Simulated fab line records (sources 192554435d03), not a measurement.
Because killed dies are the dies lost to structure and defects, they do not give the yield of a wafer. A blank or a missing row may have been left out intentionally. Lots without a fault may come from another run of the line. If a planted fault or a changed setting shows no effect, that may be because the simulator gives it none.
Chamber matching    flow n5-finfet    N5_HKMG_FIN_ALD_36 on ald-metal-02 has 4 sister chambers
The step deposits TiN, target thk 1 nm, pulse time 1 s, purge time 3 s. 22 wafers are shown with their chamber, then 11 later ones without.

## EACH WAFER AND ITS CHAMBER
wafer   chamber  heater-power-w (W)  precursor-pulse-height-rel
L077.2  1        754                 1.002
L077.4  3        727                 1.001
L077.6  3        716                 0.981
L078.3  0        800                 1.011
L078.4  1        734                 0.971
L078.6  0        799                 1.021
L080.2  0        824                 1.004
L080.4  3        717                 1.016
L080.6  3        706                 0.990
L085.1  3        723                 0.987
L085.2  0        813                 0.997
L085.6  1        759                 0.982
L086.2  2        939                 0.972
L086.3  1        742                 1.015
L086.6  2        932                 0.996
L089.2  1        749                 1.032
L089.4  3        727                 0.981
L089.5  3        738                 0.964
L091.2  1        759                 1.018
L091.3  0        808                 0.991
L091.6  3        718                 0.969
L092.2  2        944                 0.973

SIGNATURES, as means of the wafers listed above
reading                     chamber 0  chamber 1  chamber 2  chamber 3  scatter within a chamber
heater-power-w              808.80     749.50     938.33     721.50     9.52
precursor-pulse-height-rel  1.00480    1.00333    0.98033    0.98612    0.0176
Rule: a wafer lies at a distance from a chamber equal to the root of the sum of squares, over the readings, of (its reading less the chamber's mean, divided by the reading's scatter). If the next closest chamber is less than 2 further off than the closest, the wafer can't be placed; otherwise it belongs to the closest. The scatter is the square root of a quotient: the sum, over the shown wafers, of each reading's squared deviation from its chamber's mean, divided by wafers minus chambers.

## WAFERS WITH NO CHAMBER GIVEN
wafer   heater-power-w (W)  precursor-pulse-height-rel
L092.3  710                 0.992
L092.4  767                 0.991
L093.1  941                 0.986
L093.2  800                 1.003
L093.5  956                 1.016
L095.1  761                 0.995
L095.3  955                 1.015
L095.4  821                 1.002
L096.1  818                 1.001
L096.3  953                 0.975
L096.4  753                 1.006

## WHICH CHAMBER EACH WENT THROUGH
wafer   from the rows above  in truth
L092.3  3                    3
L092.4  1                    1
L093.1  2                    2
L093.2  0                    0
L093.5  2                    2
L095.1  1                    1
L095.3  2                    2
L095.4  0                    0
L096.1  0                    0
L096.3  2                    2
L096.4  1                    1
11 of 11 placed correctly. Number that these rows cannot place: 0. Placed wrongly: 0.
